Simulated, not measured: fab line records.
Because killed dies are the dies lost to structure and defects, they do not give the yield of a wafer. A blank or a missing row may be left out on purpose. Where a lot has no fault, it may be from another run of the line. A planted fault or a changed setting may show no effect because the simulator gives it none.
fab line records	flow n5-finfet
[record] lots = 7	wafers = 21
route steps=1938 shown BEOL_M2@868 BEOL_M3@963 BEOL_M4@1027 BEOL_M5@1112
start-h: start of the lot's first displayed wafer, in hours after the record's first day	wait-h: hours from the lot's prior step to this one	" same as the row above	L1.1+2: a single row standing in for several wafers	- either no value or no given start	* or withheld: withheld	< > ~ a bound
route shown NAME@n: a module of which the file shows steps, and the number in the route of the first	usual: mean/standard deviation of fault-free wafers	same: alike in all rows	chamber/n: place in a boat	sites: per-site readings	_std_site: how widely they spread, as a standard deviation	_edge_site: inner sites' mean taken away from outer sites' mean	radius-mm: for every site, how far away it sits from the centre of the wafer	mask NAME#n: copy n	behind: the tool/chamber that last shaped the wafer	hold: what put the lot on hold/how long, in hours/how the hold closed	device: the n, p or np transistor that did not switch	end of line: the route-end tests of the same wafers	where a step has no rows: the recipe by itself	killed: not the wafer's yield, but the dies lost to structure and defects at the first sort	map: dies across one wafer; x = killed, . = not, _ = none there
set.NAME: the run value of the setting; set.NAME@STEP: its run value at that earlier step	model.NAME: the simulator's own value behind a step, which no gauge read
one table per step and one row per wafer, for lots whose settings were changed on purpose
[[steps]]
[step N5_BEOL_M2_COAT_68]
[recipe] resist = SiARC	temp-c = 220	time-s = 60	spin-rpm = 1500	resist-thk-nm = 12
lot.wafer	tool	chamber	start-h	wait-h	set.spin-rpm	model.SiARC_of_BEOL_M2_COAT_68.thk-nm
L077.3+5+6	litho-track-02	0	-	-	1500	12
L078.1+2	litho-track-05	0	-	-	1587	11.8
L078.3	"	0	"	"	1500	12
L083.4+5+6	litho-track-02	0	-	-	1500	12
L086.1+4+5	litho-track-05	0	-	-	1500	12
L087.1	litho-track-05	0	-	-	1413	12.4
L087.4+6	"	0	"	"	1500	12
L088.2	litho-track-05	0	-	-	1500	12
L088.3	"	0	"	"	1632	11.6
L088.5	"	0	"	"	1632	11.4
L092.2+5	litho-track-04	0	-	-	1500	12
L092.3	"	0	"	"	1413	12.4
[step N5_BEOL_M2_COAT_76]
[recipe] resist = underlayer	temp-c = 205	time-s = 60	spin-rpm = 1500	resist-thk-nm = 5
[step N5_BEOL_M2_COAT_22]
[recipe] resist = CAR-EUV	spin-rpm = 1500	resist-thk-nm = 30
[step N5_BEOL_M2_DESCUM_33]
[recipe] chemistry = O2	time-s = 7	source-power-w = 50	bias-power-w = 20	pressure-mtorr = 20	rf-frequency-hz = 2.712e+07	temp-c = 40	resist = CAR-EUV	o2-flow-sccm = 225
[step N5_BEOL_M2_ETCH_77]
[recipe] chemistry = N2/H2	target = underlayer	target-depth-a = 65	mask-material = CAR-EUV	time-s = 5.2	ion-energy-ev = 200	pressure-mtorr = 30	source-w = 840	bias-w = 150	n2-flow-sccm = 200	h2-flow-sccm = 200	ends = cleared
[step N5_BEOL_M2_ETCH_69]
[recipe] chemistry = CF4	target = SiARC	target-depth-a = 156	mask-material = CAR-EUV	time-s = 26	ion-energy-ev = 80	pressure-mtorr = 40	source-w = 545	bias-w = 36	Ar_flow_sccm = 100	cf4-flow-sccm = 100	ends = cleared
lot.wafer	tool	chamber	start-h	wait-h	set.spin-rpm@BEOL_M2_COAT_68	model.etch.depth-nm
L077.3+6	rie-diel-04	3	151.78	0.0	1500	12.04
L077.5	"	2	"	"	1500	12
L078.1	rie-diel-01	2	153.19	0.0	1587	11.74
L078.2	"	3	"	"	1587	11.72
L078.3	"	1	"	"	1500	12.01
L083.4+5	rie-diel-04	2,0	187.04	0.0	1500	11.98
L083.6	"	1	"	"	1500	12
L086.1	rie-diel-01	0	209.33	0.0	1500	11.99
L086.4	"	2	"	"	1500	11.95
L086.5	"	3	"	"	1500	12
L087.1	rie-diel-04	2	214.56	0.0	1413	12.34
L087.4	"	3	"	"	1500	12
L087.6	"	0	"	"	1500	12.02
L088.2	rie-diel-04	2	214.81	0.0	1500	11.98
L088.3	"	3	"	"	1632	11.53
L088.5	"	2	"	"	1632	11.46
L092.2	rie-diel-04	3	242.72	0.0	1500	12.06
L092.3	"	0	"	"	1413	12.37
L092.5	"	3	"	"	1500	12.03
[step N5_BEOL_M2_ETCHBACK_99]
[recipe] chemistry = CHF3	target = SiO2	target-depth-a = 50	time-s = 10.4	source-w = 215	bias-w = 47	Ar_flow_sccm = 200	CHF3_flow_sccm = 12	ion-energy-ev = 100	pressure-mtorr = 30
lot.wafer	tool	chamber	start-h	wait-h	set.time-s
L077.3	rie-diel-04	3	154.28	1.1	10.4
L077.5+6	"	3,0	"	"	11.37
L078.1+3	rie-diel-01	0,1	155.46	2.0	8.574
L078.2	"	2	"	"	10.4
L083.4+5+6	rie-diel-02	2,0,1	188.60	1.0	10.4
L086.1+4+5	rie-diel-01	0,1,3	214.70	5.1	10.4
L087.1	rie-diel-04	1	214.87	0.2	8.547
L087.4+6	"	2,1	"	"	10.4
L088.2+5	rie-diel-04	1,0	215.34	0.1	10.4
L088.3	"	2	"	"	8.26
L092.2+3+5	rie-diel-01	3,1,3	244.54	1.7	11.25
[step N5_BEOL_M2_ETCH_70]
[recipe] chemistry = N2/H2	target = SOC	target-depth-a = 800	overetch-a = 240	mask-material = SiARC	temp-c = 40	time-s = 130	ion-energy-ev = 200	pressure-mtorr = 30	source-w = 840	bias-w = 150	n2-flow-sccm = 200	h2-flow-sccm = 200
lot.wafer	tool	chamber	start-h	wait-h	set.spin-rpm@BEOL_M2_COAT_68	model.SiARC_of_BEOL_M2_COAT_68.thk-nm
L077.3+5	rie-diel-04	3	154.31	0.0	1500	5.8
L077.6	"	0	"	"	1500	5.6
L078.1+2	rie-diel-01	0,2	155.50	0.0	1587	5.4
L078.3	"	1	"	"	1500	5.8
L083.4+6	rie-diel-02	2,1	188.64	0.0	1500	5.8
L083.5	"	0	"	"	1500	6
L086.1	rie-diel-01	0	214.74	0.0	1500	5.6
L086.4+5	"	1,3	"	"	1500	5.8
L087.1	rie-diel-04	1	214.91	0.0	1413	6.2
L087.4	"	2	"	"	1500	5.8
L087.6	"	1	"	"	1500	6
L088.2	rie-diel-04	1	215.38	0.0	1500	6
L088.3	"	2	"	"	1632	5.4
L088.5	"	0	"	"	1632	5
L092.2	rie-diel-01	3	244.58	0.0	1500	5.8
L092.3	"	1	"	"	1413	6.2
L092.5	"	3	"	"	1500	5.6
[step N5_BEOL_M2_TRENCH_ETCH_37]
[recipe] chemistry = C4F6/O2	target-depth-a = 555.55	target = SiOC	time-s = 29.2	ion-energy-ev = 250	pressure-mtorr = 30	source-w = 355	bias-w = 185	Ar_flow_sccm = 300	C4F6_flow_sccm = 10	O2_flow_sccm = 10
[usual] rf-vpp-V = 668/8.3
lot.wafer	tool	chamber	start-h	wait-h	set.source-w	rf-vpp-V
L077.3	rie-diel-04	3	-	-	355	657
L077.5	"	3	"	"	379.1	637
L077.6	"	0	"	"	355	678
L078.1	rie-diel-01	0	-	-	355	667
L078.2	"	2	"	"	355	679
L078.3	"	1	"	"	355	658
L083.4	rie-diel-02	2	-	-	410.1	610
L083.5	"	0	"	"	410.1	612
L083.6	"	1	"	"	355	673
L086.1	rie-diel-01	0	-	-	355	668
L086.4	"	1	"	"	355	660
L086.5	"	3	"	"	355	672
L087.1	rie-diel-04	1	-	-	373.2	651
L087.4	"	2	"	"	373.2	644
L087.6	"	1	"	"	355	667
L088.2	rie-diel-04	1	-	-	394.4	633
L088.3	"	2	"	"	355	659
L088.5	"	0	"	"	394.4	641
L092.2	rie-diel-01	3	-	-	355	673
L092.3	"	1	"	"	355	658
L092.5	"	3	"	"	310.8	719
[step N5_BEOL_M3_EXPOSE_25]
[recipe] mask-id = V2	na = 0.33	source-shape = quasar	sigma-inner = 0.2	sigma-outer = 0.8	polarization = unpolarized	defocus-nm = 5	dose-mj = 63
lot.wafer	tool	chamber	start-h	wait-h	mask	set.dose-mj
L077.3+5+6	euv-scanner-02	0	161.48	-	V2#0	63
L078.1	euv-scanner-01	0	161.99	-	V2#0	63
L078.2+3	"	0	"	"	V2#0	65.39
L083.4+6	euv-scanner-02	0	195.08	-	V2#0	59.29
L083.5	"	0	"	"	V2#0	63
L086.1+4+5	euv-scanner-01	0	221.49	-	V2#0	63
L087.1+4+6	euv-scanner-02	0	222.80	-	V2#0	63
L088.2+3	euv-scanner-01	0	223.02	-	V2#0	64.84
L088.5	"	0	"	"	V2#0	63
L092.2	euv-scanner-02	0	255.21	-	V2#0	58.69
L092.3+5	"	0	"	"	V2#0	63
[step N5_BEOL_M3_PEB_26]
[recipe] peb-temp-c = 100	peb-time-s = 60	resist = CAR-EUV
[step N5_BEOL_M3_DEVELOP_27]
[recipe] develop-time-s = 30	developer = TMAH	resist = CAR-EUV	rinse-liquid = surfactant-rinse	dry = air-spin	dev-temp-c = 23
[step N5_BEOL_M3_CD_MEAS_28]
[recipe] target-cd-nm = 25.7	landing-energy-ev = 500	detector = se-inlens	target-cd-y-nm = 23.3	polarity = opening
[usual] cd-nm = 25.68/0.23
lot.wafer	tool	chamber	start-h	wait-h	set.dose-mj@BEOL_M3_EXPOSE_25	cd-nm
L077.3	cd-sem-02	0	161.60	-	63	25.46
L077.5	"	0	"	"	63	25.52
L077.6	"	0	"	"	63	25.43
L078.1	cd-sem-01	0	162.13	-	63	25.88
L078.2	"	0	"	"	65.39	26.22
L078.3	"	0	"	"	65.39	26.38
L083.4	cd-sem-01	0	195.20	-	59.29	24.72
L083.5	"	0	"	"	63	25.96
L083.6	"	0	"	"	59.29	24.51
L086.1	cd-sem-01	0	221.64	-	63	25.94
L086.4	"	0	"	"	63	25.48
L086.5	"	0	"	"	63	25.69
L087.1	cd-sem-03	0	222.95	-	63	25.47
L087.4	"	0	"	"	63	25.65
L087.6	"	0	"	"	63	25.46
L088.2	cd-sem-03	0	223.16	-	64.84	25.86
L088.3	"	0	"	"	64.84	26.25
L088.5	"	0	"	"	63	25.64
L092.2	cd-sem-03	0	255.34	-	58.69	24.26
L092.3	"	0	"	"	63	25.31
L092.5	"	0	"	"	63	25.61
[step N5_BEOL_M4_COAT_73]
[recipe] resist = underlayer	temp-c = 205	time-s = 60	spin-rpm = 1500	resist-thk-nm = 5
lot.wafer	tool	chamber	start-h	wait-h	set.spin-rpm
L077.3+5+6	litho-track-04	0	-	-	1500
L078.1+2+3	litho-track-03	0	-	-	1500
L083.4+6	litho-track-05	0	-	-	1388
L083.5	"	0	"	"	1500
L086.1+4+5	litho-track-03	0	-	-	1500
L088.2+5	litho-track-04	0	-	-	1544
L088.3	"	0	"	"	1500
L087.1+4	litho-track-03	0	-	-	1500
L087.6	"	0	"	"	1405
L092.2+3+5	litho-track-03	0	-	-	1500
[step N5_BEOL_M4_EXPOSE_08]
[recipe] mask-id = M4	na = 0.33	source-shape = dipole	sigma-inner = 0.369	sigma-outer = 0.767	polarization = unpolarized	dose-mj = 41.25
lot.wafer	tool	chamber	start-h	wait-h	mask	set.dose-mj
L077.3	euv-scanner-02	0	172.20	-	M4#0	41.25
L077.5+6	"	0	"	"	M4#0	39.07
L078.1+2+3	euv-scanner-02	0	179.76	-	M4#0	41.25
L083.4+5+6	euv-scanner-02	0	207.94	-	M4#0	41.25
L086.1+4+5	euv-scanner-02	0	234.30	-	M4#0	41.25
L088.2	euv-scanner-02	0	236.22	-	M4#0	38.29
L088.3+5	"	0	"	"	M4#0	41.25
L087.1+4	euv-scanner-01	0	236.38	-	M4#0	42.73
L087.6	"	0	"	"	M4#0	41.25
L092.2+5	euv-scanner-01	0	267.98	-	M4#0	41.25
L092.3	"	0	"	"	M4#0	39.89
[step N5_BEOL_M4_PEB_09]
[recipe] peb-temp-c = 100	peb-time-s = 60	resist = CAR-EUV
[step N5_BEOL_M4_DEVELOP_10]
[recipe] develop-time-s = 30	developer = TMAH	resist = CAR-EUV	rinse-liquid = surfactant-rinse	dry = air-spin	dev-temp-c = 23
[step N5_BEOL_M4_CD_MEAS_11]
[recipe] target-cd-nm = 16.79	landing-energy-ev = 500	detector = se-inlens	polarity = opening
[usual] cd-nm = 16.79/0.24
lot.wafer	tool	chamber	start-h	wait-h	set.dose-mj@BEOL_M4_EXPOSE_08	cd-nm
L077.3	cd-sem-03	0	172.33	-	41.25	16.90
L077.5	"	0	"	"	39.07	15.44
L077.6	"	0	"	"	39.07	16.05
L078.1	cd-sem-02	0	179.89	-	41.25	16.75
L078.2	"	0	"	"	41.25	16.73
L078.3	"	0	"	"	41.25	17.07
L083.4	cd-sem-02	0	208.05	-	41.25	16.50
L083.5	"	0	"	"	41.25	16.87
L083.6	"	0	"	"	41.25	16.32
L086.1	cd-sem-03	0	234.43	-	41.25	16.89
L086.4	"	0	"	"	41.25	17.32
L086.5	"	0	"	"	41.25	16.59
L088.2	cd-sem-03	0	236.35	-	38.29	15.17
L088.3	"	0	"	"	41.25	16.89
L088.5	"	0	"	"	41.25	16.63
L087.1	cd-sem-01	0	236.51	-	42.73	17.96
L087.4	"	0	"	"	42.73	17.65
L087.6	"	0	"	"	41.25	17.08
L092.2	cd-sem-01	0	268.10	-	41.25	16.57
L092.3	"	0	"	"	39.89	16.19
L092.5	"	0	"	"	41.25	17.10
[step N5_BEOL_M4_DESCUM_16]
[recipe] chemistry = O2	time-s = 7	source-power-w = 50	bias-power-w = 20	pressure-mtorr = 20	rf-frequency-hz = 2.712e+07	temp-c = 40	resist = CAR-EUV	o2-flow-sccm = 225
[step N5_BEOL_M4_ETCH_74]
[recipe] chemistry = N2/H2	target = underlayer	target-depth-a = 65	mask-material = CAR-EUV	time-s = 5.2	ion-energy-ev = 200	pressure-mtorr = 30	source-w = 840	bias-w = 150	n2-flow-sccm = 200	h2-flow-sccm = 200	ends = cleared
lot.wafer	tool	chamber	start-h	wait-h	set.spin-rpm@BEOL_M4_COAT_73	set.dose-mj@BEOL_M4_EXPOSE_08	model.BEOL_M4.cd-offset-nm	model.etch.depth-nm
L077.3	rie-diel-01	2	172.70	0.0	1500	41.25	0	5.005
L077.5	"	2	"	"	1500	39.07	-1.2	5.009
L077.6	"	1	"	"	1500	39.07	-1	4.988
L078.1	rie-diel-01	3	180.06	0.0	1500	41.25	-0.2	4.974
L078.2	"	0	"	"	1500	41.25	0	4.991
L078.3	"	2	"	"	1500	41.25	0	4.992
L083.4	rie-diel-02	2	208.21	0.0	1388	41.25	-0.4	5.215
L083.5	"	0	"	"	1500	41.25	-0.2	5.015
L083.6	"	3	"	"	1388	41.25	-0.2	5.183
L086.1	rie-diel-02	2	234.81	0.0	1500	41.25	0	4.995
L086.4	"	3	"	"	1500	41.25	0.2	5.001
L086.5	"	3	"	"	1500	41.25	0.2	5.006
L088.2	rie-diel-01	3	236.62	0.0	1544	38.29	-1.8	4.928
L088.3	"	1	"	"	1500	41.25	0.2	5.009
L088.5	"	3	"	"	1544	41.25	0	4.913
L087.1	rie-diel-04	3	236.72	0.0	1500	42.73	0.6	5.007
L087.4	"	2	"	"	1500	42.73	0.8	5.005
L087.6	"	0	"	"	1405	41.25	0.2	5.184
L092.2	rie-diel-01	2	268.26	0.0	1500	41.25	0	5.005
L092.3	"	1	"	"	1500	39.89	-0.6	4.993
L092.5	"	1	"	"	1500	41.25	0	5.009
[step N5_BEOL_M4_ETCH_63]
[recipe] chemistry = CF4	target = SiARC	target-depth-a = 156	mask-material = CAR-EUV	time-s = 26	ion-energy-ev = 80	pressure-mtorr = 40	source-w = 545	bias-w = 36	Ar_flow_sccm = 100	cf4-flow-sccm = 100	ends = cleared
lot.wafer	tool	chamber	start-h	wait-h	set.dose-mj@BEOL_M4_EXPOSE_08	model.BEOL_M4.cd-offset-nm
L077.3	rie-diel-01	2	172.72	0.0	41.25	0
L077.5	"	2	"	"	39.07	-1.2
L077.6	"	1	"	"	39.07	-1
L078.1	rie-diel-01	3	180.08	0.0	41.25	-0.2
L078.2	"	0	"	"	41.25	0.2
L078.3	"	2	"	"	41.25	0
L083.4+6	rie-diel-02	2,3	208.22	0.0	41.25	-0.4
L083.5	"	0	"	"	41.25	-0.2
L086.1	rie-diel-02	2	234.82	0.0	41.25	0
L086.4+5	"	3	"	"	41.25	0.2
L088.2	rie-diel-01	3	236.63	0.0	38.29	-1.6
L088.3	"	1	"	"	41.25	0.2
L088.5	"	3	"	"	41.25	0
L087.1	rie-diel-04	3	236.74	0.0	42.73	0.6
L087.4	"	2	"	"	42.73	0.8
L087.6	"	0	"	"	41.25	0.2
L092.2	rie-diel-01	2	268.27	0.0	41.25	0
L092.3	"	1	"	"	39.89	-0.8
L092.5	"	1	"	"	41.25	-0.2
[step N5_BEOL_M4_ETCH_64]
[recipe] chemistry = N2/H2	target = SOC	target-depth-a = 750	overetch-a = 225	mask-material = SiARC	temp-c = 40	time-s = 121.9	ion-energy-ev = 200	pressure-mtorr = 30	source-w = 840	bias-w = 150	n2-flow-sccm = 200	h2-flow-sccm = 200
lot.wafer	tool	chamber	start-h	wait-h	set.dose-mj@BEOL_M4_EXPOSE_08	model.BEOL_M4.cd-offset-nm
L077.3	rie-diel-01	2	172.74	0.0	41.25	-0.2
L077.5	"	2	"	"	39.07	-1.4
L077.6	"	1	"	"	39.07	-1.2
L078.1	rie-diel-01	3	180.10	0.0	41.25	-0.2
L078.2	"	0	"	"	41.25	0.2
L078.3	"	2	"	"	41.25	0
L083.4+5+6	rie-diel-02	2,0,3	208.25	0.0	41.25	-0.4
L086.1	rie-diel-02	2	234.85	0.0	41.25	0
L086.4+5	"	3	"	"	41.25	0.4
L088.2	rie-diel-01	3	236.66	0.0	38.29	-1.4
L088.3	"	1	"	"	41.25	0.2
L088.5	"	3	"	"	41.25	0
L087.1	rie-diel-04	3	236.76	0.0	42.73	0.6
L087.4	"	2	"	"	42.73	0.8
L087.6	"	0	"	"	41.25	0.2
L092.2	rie-diel-01	2	268.30	0.0	41.25	-0.2
L092.3	"	1	"	"	39.89	-0.6
L092.5	"	1	"	"	41.25	0
[step N5_BEOL_M5_ILD_DEP_00]
[recipe] material = SiCOH_lowk	target-thk-a = 1406.4	temp-c = 300	precursor = DEMS/porogen	pressure-torr = 5	rf-w = 500	time-s = 25.9
lot.wafer	tool	chamber	start-h	wait-h	set.temp-c	model.SiCOH_lowk_of_BEOL_M5_ILD_DEP_00.thk-nm
L077.3	pecvd-04	2	184.09	0.5	302.7	137.8
L077.5	"	1	"	"	300	141.2
L077.6	"	2	"	"	302.7	139.6
L078.1	pecvd-04	2	190.45	0.8	300	138.2
L078.2	"	1	"	"	300	139.4
L078.3	"	0	"	"	300	137.8
L083.4	pecvd-03	0	217.72	0.4	300	141.6
L083.5+6	"	1,2	"	"	295.3	145.4
L086.1	pecvd-04	2	242.16	0.8	300	140.4
L086.4	"	2	"	"	300	143
L086.5	"	1	"	"	300	142.6
L088.2	pecvd-04	2	244.30	0.7	300	140.2
L088.3	"	0	"	"	300	138.6
L088.5	"	2	"	"	300	140.4
L087.1+6	pecvd-03	2	245.22	0.8	300	141
L087.4	"	0	"	"	297.1	144
L092.2	pecvd-03	0	277.74	0.7	300	141.6
L092.3	"	1	"	"	303.7	139
L092.5	"	1	"	"	303.7	138.6
[step N5_BEOL_M5_CURE_79]
[recipe] temp-c = 385	time-s = 240	ambient = He/Ar	material = SiCOH_lowk
lot.wafer	tool	chamber	start-h	wait-h	set.temp-c@BEOL_M5_ILD_DEP_00	model.SiCOH_lowk_of_BEOL_M5_ILD_DEP_00.thk-nm
L077.3	uv-cure-03	1	184.47	0.4	302.7	118.6
L077.5	"	1	"	"	300	121.4
L077.6	"	1	"	"	302.7	120
L078.1	uv-cure-03	2	190.51	0.0	300	118.8
L078.2	"	2	"	"	300	119.8
L078.3	"	2	"	"	300	118.6
L083.4	uv-cure-03	1	218.00	0.3	300	121.8
L083.5+6	"	1	"	"	295.3	125.2
L086.1	uv-cure-03	2	242.22	0.0	300	120.8
L086.4	"	2	"	"	300	123.2
L086.5	"	2	"	"	300	122.8
L088.2	uv-cure-02	2	244.44	0.1	300	120.6
L088.3	"	2	"	"	300	119.2
L088.5	"	2	"	"	300	120.8
L087.1+6	uv-cure-02	0	245.28	0.0	300	121.2
L087.4	"	0	"	"	297.1	124
L092.2	uv-cure-02	1	277.88	0.1	300	122
L092.3	"	1	"	"	303.7	119.6
L092.5	"	1	"	"	303.7	119.2
[step N5_BEOL_M5_THK_MEAS_01]
[recipe] reads = SiCOH_lowk_of_BEOL_M5_ILD_DEP_00
[usual] M5_ILD_THK = 121.3/1.4
lot.wafer	tool	chamber	start-h	wait-h	set.temp-c@BEOL_M5_ILD_DEP_00	M5_ILD_THK[nm]
L077.3	film-metro-02	-	185.14	0.5	302.7	118.6
L077.5	"	-	"	"	300	121.5
L077.6	"	-	"	"	302.7	120.0
L078.1	film-metro-02	-	191.50	0.8	300	118.8
L078.2	"	-	"	"	300	119.7
L078.3	"	-	"	"	300	118.5
L083.4	film-metro-02	-	218.27	0.2	300	121.7
L083.5	"	-	"	"	295.3	125.3
L083.6	"	-	"	"	295.3	125.2
L086.1	film-metro-02	-	242.74	0.4	300	120.9
L086.4	"	-	"	"	300	123.1
L086.5	"	-	"	"	300	122.6
L088.2	film-metro-01	-	244.87	0.4	300	120.7
L088.3	"	-	"	"	300	119.1
L088.5	"	-	"	"	300	120.8
L087.1	film-metro-02	-	245.79	0.4	300	121.3
L087.4	"	-	"	"	297.1	123.9
L087.6	"	-	"	"	300	121.4
L092.2	film-metro-02	-	278.31	0.4	300	121.9
L092.3	"	-	"	"	303.7	119.6
L092.5	"	-	"	"	303.7	119.2
[[key]]
[split] step = N5_BEOL_M2_COAT_68	setting = spin-rpm	stated = 1500	by = wafer
[response] step = N5_BEOL_M2_COAT_68	reading = model.SiARC_of_BEOL_M2_COAT_68.thk-nm	change = -0.0572	per = 1%	r = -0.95
[response] step = N5_BEOL_M2_ETCH_69	reading = model.etch.depth-nm	change = -0.0547	per = 1%	r = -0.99
[response] step = N5_BEOL_M2_ETCH_70	reading = model.SiARC_of_BEOL_M2_COAT_68.thk-nm	change = -0.0785	per = 1%	r = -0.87
[split] step = N5_BEOL_M2_ETCHBACK_99	setting = time-s	stated = 10.4	by = wafer
response none clear
[split] step = N5_BEOL_M2_TRENCH_ETCH_37	setting = source-w	stated = 355	by = wafer
[response] step = N5_BEOL_M2_TRENCH_ETCH_37	reading = rf-vpp-V	change = -3.71	per = 1%	r = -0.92
[split] step = N5_BEOL_M3_EXPOSE_25	setting = dose-mj	stated = 63	by = wafer
[response] step = N5_BEOL_M3_CD_MEAS_28	reading = cd-nm	change = +0.181	per = 1%	r = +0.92
[split] step = N5_BEOL_M4_COAT_73	setting = spin-rpm	stated = 1500	by = wafer
[response] step = N5_BEOL_M4_ETCH_74	reading = model.etch.depth-nm	change = -0.0264	per = 1%	r = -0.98
[split] step = N5_BEOL_M4_EXPOSE_08	setting = dose-mj	stated = 41.25	by = wafer
[response] step = N5_BEOL_M4_CD_MEAS_11	reading = cd-nm	change = +0.215	per = 1%	r = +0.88
[response] step = N5_BEOL_M4_ETCH_74	reading = model.BEOL_M4.cd-offset-nm	change = +0.225	per = 1%	r = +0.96
[response] step = N5_BEOL_M4_ETCH_63	reading = model.BEOL_M4.cd-offset-nm	change = +0.214	per = 1%	r = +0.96
[response] step = N5_BEOL_M4_ETCH_64	reading = model.BEOL_M4.cd-offset-nm	change = +0.194	per = 1%	r = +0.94
[split] step = N5_BEOL_M5_ILD_DEP_00	setting = temp-c	stated = 300	by = wafer
[response] step = N5_BEOL_M5_ILD_DEP_00	reading = model.SiCOH_lowk_of_BEOL_M5_ILD_DEP_00.thk-nm	change = -2.54	per = 1%	r = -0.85
[response] step = N5_BEOL_M5_CURE_79	reading = model.SiCOH_lowk_of_BEOL_M5_ILD_DEP_00.thk-nm	change = -2.3	per = 1%	r = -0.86
[response] step = N5_BEOL_M5_THK_MEAS_01	reading = M5_ILD_THK	change = -2.27	per = 1%	r = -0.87
